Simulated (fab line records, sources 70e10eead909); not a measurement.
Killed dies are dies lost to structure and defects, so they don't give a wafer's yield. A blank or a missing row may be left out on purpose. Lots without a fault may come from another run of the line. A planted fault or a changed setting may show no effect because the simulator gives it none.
fab line records | flow nand_harc
record lots=6 wafers=18 last_day=34
route steps=1302 shown A_SOURCE_PLATE@416 A_ONON_D1@424 END@1302
lots that met no fault: from a run of the same line without faults
start_h: hours from the record's first day to the start of the lot's first wafer shown | wait_h: hours since the lot's step before | " the same as in the row above | L1.1+2: a row that stands for several wafers | - no value, or no start given | * or withheld: withheld | < > ~ a bound
route shown NAME@n: a module of which the file shows steps, and the number in the route of the first | usual: mean/standard deviation of fault-free wafers | same: alike in all rows | chamber/n: place in a boat | sites: the reading at each site | _std_site: their standard deviation | _edge_site: outer sites' mean less inner sites' | radius_mm: how far each site lies from the wafer's centre | mask NAME#n: copy n | behind: the tool/chamber that last shaped the wafer | hold: why the lot was held/for how many hours/how that ended | device: the transistor (n, p or np) that didn't switch | end of line: the same wafers' tests at the end of the route | a step without rows: its recipe alone | killed: dies lost to structure and defects at the first sort, not the wafer's yield | map: a wafer's dies, x killed, . not, _ none there
set.NAME: the setting as run; set.NAME@STEP: as run at that earlier step | model.NAME: the simulator's own value behind a step, which no gauge read
lots at some steps of the route; a table a step, a row a wafer
services: from which hour (start_h, from the record's first day; less than 0 if before it) a tool's chamber was out of use, for how many hours, and why
## steps
# step NHARC_A_SOURCE_PLATE_THK_MEAS_09
# recipe thk_meas_gauge=ellipsometry
# usual thk_nm=9.6/1.1
# columns lot.wafer tool chamber start_h wait_h thk_nm
L652.2 film_metro-02 - 145.29 0.4 9.7
L652.4 " - " " 8.8
L652.6 " - " " 11.0
L656.1 film_metro-01 - 187.94 0.4 10.9
L656.2 " - " " 11.1
L656.4 " - " " 6.8
L665.2 film_metro-02 - 294.97 0.4 12.5
L665.3 " - " " 9.5
L665.4 " - " " 10.5
L668.1 film_metro-02 - 309.60 0.4 9.7
L668.3 " - " " 10.0
L668.5 " - " " 9.7
L674.3 film_metro-02 - 365.75 0.4 11.4
L674.4 " - " " 8.1
L674.6 " - " " 9.4
L675.1 film_metro-02 - 388.06 8.8 9.8
L675.3 " - " " 9.7
L675.5 " - " " 9.5
# step NHARC_A_SOURCE_PLATE_PVD_04
# recipe target_thk_a=500 material=WSi2
# step NHARC_A_SOURCE_PLATE_CVD_03
# recipe target_thk_a=2000 temp_c=620 pressure_mtorr=200 time_s=4000 material=poly-Si
# step NHARC_A_SOURCE_PLATE_ANNEAL_05
# recipe temp_c=850 time_s=1800
# step NHARC_A_SOURCE_PLATE_THK_MEAS_06
# recipe thk_meas_gauge=ellipsometry
# usual thk_nm=199.2/2.1
# columns lot.wafer tool chamber start_h wait_h thk_nm
L652.2 film_metro-01 - 158.56 0.4 195.1
L652.4 " - " " 194.7
L652.6 " - " " 194.3
L656.1 film_metro-01 - 202.67 0.4 198.1
L656.2 " - " " 198.5
L656.4 " - " " 198.7
L665.2 film_metro-01 - 307.56 0.4 201.4
L665.3 " - " " 200.4
L665.4 " - " " 202.5
L668.1 film_metro-02 - 324.14 0.4 198.9
L668.3 " - " " 202.7
L668.5 " - " " 198.9
L674.3 film_metro-02 - 388.05 10.1 201.2
L674.4 " - " " 203.5
L674.6 " - " " 199.4
L675.1 film_metro-02 - 401.82 0.4 200.5
L675.3 " - " " 198.7
L675.5 " - " " 198.7
# step NHARC_A_SOURCE_PLATE_INSPECT_08
# usual raw_defect_count=64/27
# columns lot.wafer tool chamber start_h wait_h raw_defect_count
L652.2 defect_inspect-01 - 158.67 0.0 45
L652.4 " - " " 37
L652.6 " - " " 31
L656.1 defect_inspect-01 - 202.78 0.0 100
L656.2 " - " " 105
L656.4 " - " " 36
L665.2 defect_inspect-02 - 307.63 0.0 68
L665.3 " - " " 98
L665.4 " - " " 45
L668.1 defect_inspect-02 - 324.25 0.0 62
L668.3 " - " " 49
L668.5 " - " " 40
L674.3 defect_inspect-02 - 388.20 0.0 96
L674.4 " - " " 154
L674.6 " - " " 96
L675.1 defect_inspect-02 - 401.88 0.0 101
L675.3 " - " " 69
L675.5 " - " " 82
# step NHARC_A_ONON_D1_DEP_00
# recipe target_thk_a=10000 n2_flow_sccm=2750 n2o_flow_sccm=2000 nh3_flow_sccm=500 sih4_flow_sccm=210 temp_c=400
# step NHARC_A_ONON_D1_THK_MEAS_02
# recipe thk_meas_gauge=ellipsometry
# usual thk_nm=995/9
# columns lot.wafer tool chamber start_h wait_h thk_nm
L652.2 film_metro-02 - 159.25 - 1003
L652.4 " - " " 1004
L652.6 " - " " 1002
L656.1 film_metro-02 - 203.36 - 1013
L656.2 " - " " 1015
L656.4 " - " " 1013
L665.2 film_metro-02 - 308.21 - 1012
L665.3 " - " " 1012
L665.4 " - " " 1013
L668.1 film_metro-01 - 324.84 - 996
L668.3 " - " " 996
L668.5 " - " " 996
L674.3 film_metro-02 - 388.80 - 1000
L674.4 " - " " 1000
L674.6 " - " " 998
L675.1 film_metro-02 - 402.46 - 1003
L675.3 " - " " 1003
L675.5 " - " " 1003
# step NHARC_A_ONON_D1_DEP_03
# recipe target_thk_a=10000 n2_flow_sccm=2750 n2o_flow_sccm=2000 nh3_flow_sccm=500 sih4_flow_sccm=210 temp_c=400
# step NHARC_A_ONON_D1_THK_MEAS_05
# recipe thk_meas_gauge=ellipsometry
# usual thk_nm=1000/8.4
# columns lot.wafer tool chamber start_h wait_h thk_nm
L652.2 film_metro-01 - 159.81 - 1008
L652.4 " - " " 1008
L652.6 " - " " 1008
L656.1 film_metro-02 - 203.92 - 1000
L656.2 " - " " 1001
L656.4 " - " " 1001
L665.2 film_metro-02 - 308.77 - 989
L665.3 " - " " 992
L665.4 " - " " 990
L668.1 film_metro-01 - 325.40 - 996
L668.3 " - " " 999
L668.5 " - " " 996
L674.3 film_metro-02 - 389.36 - 995
L674.4 " - " " 995
L674.6 " - " " 994
L675.1 film_metro-02 - 403.03 - 997
L675.3 " - " " 997
L675.5 " - " " 999
# step NHARC_A_ONON_D1_DEP_06
# recipe target_thk_a=10000 n2_flow_sccm=2750 n2o_flow_sccm=2000 nh3_flow_sccm=500 sih4_flow_sccm=210 temp_c=400
# usual n2o_flow_sccm=1999/6.1 susceptor_temp_C=399.99/0.19
# columns lot.wafer tool chamber start_h wait_h n2o_flow_sccm susceptor_temp_C
L652.2 pecvd_onon-01 0 159.92 0.1 2004 399.78
L652.4 " 0 " " 2004 400.04
L652.6 " 0 " " 2001 400.17
L656.1 pecvd_onon-04 0 203.98 0.1 1996 400.05
L656.2 " 0 " " 1998 400.20
L656.4 " 0 " " 1995 400.27
L665.2 pecvd_onon-04 0 309.07 0.3 2002 399.95
L665.3 " 0 " " 2001 400.03
L665.4 " 0 " " 1996 399.78
L668.1 pecvd_onon-04 0 325.46 0.1 2001 399.76
L668.3 " 0 " " 1990 399.83
L668.5 " 0 " " 2001 400.01
L674.3 pecvd_onon-02 0 389.53 0.2 1997 399.69
L674.4 " 0 " " 1998 399.86
L674.6 " 0 " " 1998 399.98
L675.1 pecvd_onon-02 0 403.09 0.1 1995 399.96
L675.3 " 0 " " 1990 400.08
L675.5 " 0 " " 1993 399.97
# step NHARC_A_ONON_D1_THK_MEAS_08
# recipe thk_meas_gauge=ellipsometry
# usual thk_nm=999/13
# columns lot.wafer tool chamber start_h wait_h thk_nm
L652.2 film_metro-01 - 160.38 - 1002
L652.4 " - " " 1003
L652.6 " - " " 1005
L656.1 film_metro-01 - 204.49 - 999
L656.2 " - " " 1000
L656.4 " - " " 997
L665.2 film_metro-02 - 309.52 - 862
L665.3 " - " " 863
L665.4 " - " " 865
L668.1 film_metro-02 - 325.97 - 864
L668.3 " - " " 867
L668.5 " - " " 865
L674.3 film_metro-02 - 389.92 - 1003
L674.4 " - " " 1003
L674.6 " - " " 1004
L675.1 film_metro-02 - 403.62 - 1005
L675.3 " - " " 1006
L675.5 " - " " 1005
# step NHARC_A_ONON_D1_DEP_09
# recipe target_thk_a=10000 n2_flow_sccm=2750 n2o_flow_sccm=2000 nh3_flow_sccm=500 sih4_flow_sccm=210 temp_c=400
# step NHARC_END_SORT_01
# recipe temp_c=25
# usual killed_at_array=54/23 killed_at_other=1.2/1.5 killed_at_periphery=3.9/2.5 killed_dies=59/23 killed_open=3.2/1.7 killed_short=2.4/1.6
# same gross_dies=677
# columns lot.wafer tool chamber start_h wait_h killed_at_array killed_at_other killed_at_periphery killed_dies killed_open killed_short
L652.2 prober-01 0 566.42 2.8 93 1 2 96 5 4
L652.4 prober-01 0 568.02 3.4 81 0 4 85 0 3
L652.6 prober-01 0 569.61 4.0 77 1 3 81 4 3
L656.1 prober-01 0 623.10 2.5 63 1 1 65 2 1
L656.2 prober-01 0 623.90 2.8 63 1 1 65 1 3
L656.4 prober-01 0 625.50 3.4 59 2 2 63 1 3
L665.2 prober-02 0 734.94 2.8 76 3 5 84 3 1
L665.3 prober-02 0 735.75 3.1 94 0 6 100 4 4
L665.4 prober-02 0 736.56 3.4 66 1 5 72 6 4
# killed by level:class
L652.2 A_CHANNEL_HOLE_D1:chamber_film_flake=38 A_CHANNEL_HOLE_D2:chamber_film_flake=33 A_CONTACT:chamber_film_flake=5 A_SGD_CUT:chamber_film_flake=3 A_WL_FILL:chamber_film_flake=3 A_M0:geometric_particle:open=2 A_ONON_D1:geometric_particle:open=1 A_DECK1_JOINT:geometric_particle:open=1
L652.4 A_CHANNEL_HOLE_D2:chamber_film_flake=38 A_CHANNEL_HOLE_D1:chamber_film_flake=30 A_WL_FILL:chamber_film_flake=5 A_CONTACT:chamber_film_flake=3 A_CHANNEL_FILL_D2:chamber_film_flake=2 P_STI:geometric_particle:short=1 A_ONON_D2:geometric_particle:short=1 A_WL_FILL:geometric_particle:short=1
L652.6 A_CHANNEL_HOLE_D2:chamber_film_flake=32 A_CHANNEL_HOLE_D1:chamber_film_flake=28 A_CONTACT:chamber_film_flake=4 A_STAIRCASE:chamber_film_flake=3 A_ONON_D1:geometric_particle:short=2 P_M0:chamber_film_flake=2 A_SGD_CUT:chamber_film_flake=2 A_ONON_D1:geometric_particle:open=1
L656.1 A_CHANNEL_HOLE_D1:chamber_film_flake=31 A_CHANNEL_HOLE_D2:chamber_film_flake=24 A_CONTACT:chamber_film_flake=3 A_M0:geometric_particle:open=2 A_M0:geometric_particle:short=1 P_ZERO_WELL:chamber_film_flake=1 A_STAIRCASE:chamber_film_flake=1 A_SLIT:chamber_film_flake=1
L656.2 A_CHANNEL_HOLE_D2:chamber_film_flake=27 A_CHANNEL_HOLE_D1:chamber_film_flake=24 A_BONDPAD:chamber_film_flake=5 A_CONTACT:chamber_film_flake=3 P_M1:geometric_particle:open=1 A_CHANNEL_FILL_D1:geometric_particle:short=1 A_CHANNEL_FILL_D2:geometric_particle:short=1 A_M0:geometric_particle:short=1
L656.4 A_CHANNEL_HOLE_D1:chamber_film_flake=26 A_CHANNEL_HOLE_D2:chamber_film_flake=19 A_BONDPAD:chamber_film_flake=6 A_M0:geometric_particle:short=2 A_CONTACT:chamber_film_flake=2 THIN_TSV:chamber_film_flake=2 P_GATE:geometric_particle:short=1 A_CHANNEL_FILL_D1:geometric_particle:open=1
L665.2 A_CHANNEL_HOLE_D1:chamber_film_flake=32 A_SLIT:chamber_film_flake=25 A_CHANNEL_HOLE_D2:chamber_film_flake=13 A_M0:geometric_particle:open=2 THIN_TSV:unspecified=2 P_M0:geometric_particle:short=1 P_BONDPAD:geometric_particle:open=1 P_ZERO_WELL:chamber_film_flake=1
L665.3 A_CHANNEL_HOLE_D1:chamber_film_flake=37 A_SLIT:chamber_film_flake=27 A_CHANNEL_HOLE_D2:chamber_film_flake=10 A_CONTACT:chamber_film_flake=4 P_GATE:chamber_film_flake=3 A_BLC:chamber_film_flake=3 A_CHANNEL_FILL_D1:geometric_particle:short=2 A_WL_FILL:geometric_particle:open=2
L665.4 A_CHANNEL_HOLE_D1:chamber_film_flake=30 A_SLIT:chamber_film_flake=17 A_STAIRCASE:chamber_film_flake=4 P_GATE:chamber_film_flake=3 A_ONON_D1:geometric_particle:open=2 A_WL_FILL:geometric_particle:short=2 A_M0:geometric_particle:open=2 A_CHANNEL_HOLE_D2:chamber_film_flake=2
## services
# columns tool chamber start_h hours kind
pecvd_onon-02 - 185.00 13.0 pm
pecvd_onon-01 - 269.06 13.0 pm
pecvd_onon-04 - 311.23 13.0 pm
pecvd_onon-02 - 366.11 13.0 pm
## key
first_sign step=NHARC_A_ONON_D1_THK_MEAS_08 reading=thk_nm direction=down sigmas=10 usual=999 struck=864
effect none on later readings
met_at NHARC_A_ONON_D1_DEP_06
struck_wafers L665.2,L665.3,L665.4,L668.1,L668.3,L668.5
tester_left_out L665,L668
onset_between 203.98 309.07
fault kind=process_parameter_drift tool=pecvd_onon-04 chamber=- onset_h=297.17 steps=NHARC_A_ONON_D1_DEP_06 channel=target_thk_a offset=* shape=step end_h=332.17 acts_in=* stated=*
# tester_left_out: of these lots the tester's yield and bins aren't shown, on N5 and GAA mostly nor the transistor test; their killed dies are dies lost to structure and defects alone, not to doping, threshold or leakage, so they don't give the yield
